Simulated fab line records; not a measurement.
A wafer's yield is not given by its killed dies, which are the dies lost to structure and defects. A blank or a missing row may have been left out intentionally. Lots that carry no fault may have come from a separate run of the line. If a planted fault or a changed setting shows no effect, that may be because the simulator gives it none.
Matching of chambers / flow n5-finfet / N5_BEOL_M13_VIA_ETCH_16 on rie-diel-01: 4 sister chambers
The step etches SiOC in C4F8/O2/Ar, target depth 921.7 nm. 8 wafers are shown with their chamber, then 9 later ones without.

WAFERS PAIRED WITH THEIR CHAMBERS
wafer=L077.5; chamber=1; drypump-motor-current-A (A)=5.5; showerhead-plenum-p-Torr (Torr)=3.36
wafer=L084.3; chamber=0; drypump-motor-current-A (A)=5.9; showerhead-plenum-p-Torr (Torr)=3.35
wafer=L089.1; chamber=3; drypump-motor-current-A (A)=6.3; showerhead-plenum-p-Torr (Torr)=3.36
wafer=L089.3; chamber=2; drypump-motor-current-A (A)=5.4; showerhead-plenum-p-Torr (Torr)=3.42
wafer=L089.6; chamber=2; drypump-motor-current-A (A)=5.4; showerhead-plenum-p-Torr (Torr)=3.42
wafer=L090.1; chamber=1; drypump-motor-current-A (A)=5.6; showerhead-plenum-p-Torr (Torr)=3.35
wafer=L090.2; chamber=0; drypump-motor-current-A (A)=5.9; showerhead-plenum-p-Torr (Torr)=3.35
wafer=L090.4; chamber=3; drypump-motor-current-A (A)=6.3; showerhead-plenum-p-Torr (Torr)=3.35

WAFERS WHOSE CHAMBER IS MISSING
wafer=L094.2; drypump-motor-current-A (A)=6.3; showerhead-plenum-p-Torr (Torr)=3.35
wafer=L094.5; drypump-motor-current-A (A)=5.6; showerhead-plenum-p-Torr (Torr)=3.35
wafer=L094.6; drypump-motor-current-A (A)=5.9; showerhead-plenum-p-Torr (Torr)=3.34
wafer=L096.1; drypump-motor-current-A (A)=6.3; showerhead-plenum-p-Torr (Torr)=3.35
wafer=L096.2; drypump-motor-current-A (A)=5.4; showerhead-plenum-p-Torr (Torr)=3.41
wafer=L096.6; drypump-motor-current-A (A)=5.6; showerhead-plenum-p-Torr (Torr)=3.34
wafer=L097.1; drypump-motor-current-A (A)=5.4; showerhead-plenum-p-Torr (Torr)=3.41
wafer=L097.3; drypump-motor-current-A (A)=6.2; showerhead-plenum-p-Torr (Torr)=3.35
wafer=L097.5; drypump-motor-current-A (A)=5.5; showerhead-plenum-p-Torr (Torr)=3.34

WHICH CHAMBER EACH ONE RAN IN
wafer=L094.2; from the rows above=3; in truth=3
wafer=L094.5; from the rows above=1; in truth=1
wafer=L094.6; from the rows above=0; in truth=0
wafer=L096.1; from the rows above=3; in truth=3
wafer=L096.2; from the rows above=2; in truth=2
wafer=L096.6; from the rows above=1; in truth=1
wafer=L097.1; from the rows above=2; in truth=2
wafer=L097.3; from the rows above=3; in truth=3
wafer=L097.5; from the rows above=1; in truth=1
Correctly placed: 9 of 9. Not placeable from these rows: 0. 0 placed wrongly.
How it was worked out, from the rows above alone: a wafer's distance from a chamber is the root of the sum, over the readings, of the square of ((its reading less the chamber's mean) divided by the reading's scatter). The wafer belongs to the nearest chamber; if the next one is less than 2 further off, it can't be placed. Each chamber's mean is taken over the wafers shown for it. The scatter is the square root of a quotient: the sum, over the shown wafers, of each reading's squared deviation from its chamber's mean, divided by wafers minus chambers.
